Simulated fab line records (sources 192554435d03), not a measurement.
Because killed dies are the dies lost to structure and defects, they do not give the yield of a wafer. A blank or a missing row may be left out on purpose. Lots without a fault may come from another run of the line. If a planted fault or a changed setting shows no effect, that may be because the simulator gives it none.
Matching of chambers :: flow n5 finfet :: 3 sister chambers for N5_BEOL_M5_DEP_56 on pecvd-02
The step deposits SiCN from 3MS/NH3, target thk 8 nm, time 14 s. 14 wafers are shown with their chamber, then 7 later ones without.

## WAFERS WITH THEIR CHAMBER
wafer: L080.3
chamber: 2
throttle valve pct (%): 9.3
showerhead plenum p Torr (Torr): 3.650

wafer: L080.4
chamber: 0
throttle valve pct (%): 8.7
showerhead plenum p Torr (Torr): 3.650

wafer: L080.5
chamber: 0
throttle valve pct (%): 8.6
showerhead plenum p Torr (Torr): 3.640

wafer: L081.2
chamber: 2
throttle valve pct (%): 9.2
showerhead plenum p Torr (Torr): 3.651

wafer: L081.3
chamber: 1
throttle valve pct (%): 9.0
showerhead plenum p Torr (Torr): 3.645

wafer: L081.5
chamber: 1
throttle valve pct (%): 8.7
showerhead plenum p Torr (Torr): 3.647

wafer: L082.3
chamber: 2
throttle valve pct (%): 9.2
showerhead plenum p Torr (Torr): 3.653

wafer: L082.4
chamber: 0
throttle valve pct (%): 8.9
showerhead plenum p Torr (Torr): 3.647

wafer: L082.5
chamber: 1
throttle valve pct (%): 8.8
showerhead plenum p Torr (Torr): 3.636

wafer: L090.2
chamber: 1
throttle valve pct (%): 8.9
showerhead plenum p Torr (Torr): 3.653

wafer: L090.3
chamber: 0
throttle valve pct (%): 9.0
showerhead plenum p Torr (Torr): 3.643

wafer: L090.5
chamber: 0
throttle valve pct (%): 8.8
showerhead plenum p Torr (Torr): 3.649

wafer: L088.1
chamber: 1
throttle valve pct (%): 8.8
showerhead plenum p Torr (Torr): 3.657

wafer: L088.3
chamber: 0
throttle valve pct (%): 9.0
showerhead plenum p Torr (Torr): 3.641

SIGNATURES (averages over the wafers above)
reading: throttle valve pct
chamber 0: 8.833
chamber 1: 8.840
chamber 2: 9.233
scatter within a chamber: 0.132

reading: showerhead plenum p Torr
chamber 0: 3.64500
chamber 1: 3.64760
chamber 2: 3.65133
scatter within a chamber: 0.00567
Rule: a wafer's distance from a chamber is the root of the sum, over the readings, of the square of ((its reading less the chamber's mean) divided by the reading's scatter). The wafer belongs to the nearest chamber; if the next one is less than 2 further off, it can't be placed. How the scatter is found: for the shown wafers, subtract from each reading the mean of its chamber, square and add these, divide the total by (wafers less chambers), then take the root.

## WAFERS WITH NO CHAMBER GIVEN
wafer: L088.4
throttle valve pct (%): 8.6
showerhead plenum p Torr (Torr): 3.656

wafer: L093.3
throttle valve pct (%): 8.7
showerhead plenum p Torr (Torr): 3.653

wafer: L093.4
throttle valve pct (%): 8.8
showerhead plenum p Torr (Torr): 3.655

wafer: L093.6
throttle valve pct (%): 9.0
showerhead plenum p Torr (Torr): 3.658

wafer: L094.1
throttle valve pct (%): 9.0
showerhead plenum p Torr (Torr): 3.649

wafer: L094.5
throttle valve pct (%): 8.8
showerhead plenum p Torr (Torr): 3.645

wafer: L094.6
throttle valve pct (%): 9.0
showerhead plenum p Torr (Torr): 3.657

## WHICH CHAMBER EACH WENT THROUGH
wafer: L088.4
from the rows above: can't be placed: 1 or 0
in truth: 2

wafer: L093.3
from the rows above: can't be placed: 1 or 0
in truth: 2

wafer: L093.4
from the rows above: can't be placed: 1 or 0
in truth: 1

wafer: L093.6
from the rows above: can't be placed: 2 or 1 or 0
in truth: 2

wafer: L094.1
from the rows above: can't be placed: 1 or 0 or 2
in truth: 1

wafer: L094.5
from the rows above: can't be placed: 0 or 1
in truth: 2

wafer: L094.6
from the rows above: can't be placed: 2 or 1 or 0
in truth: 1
Correct placement for 0 of the 7. Can't be placed from these rows: 7 (the true chamber is among the candidates in 4). Number placed wrongly: 0.
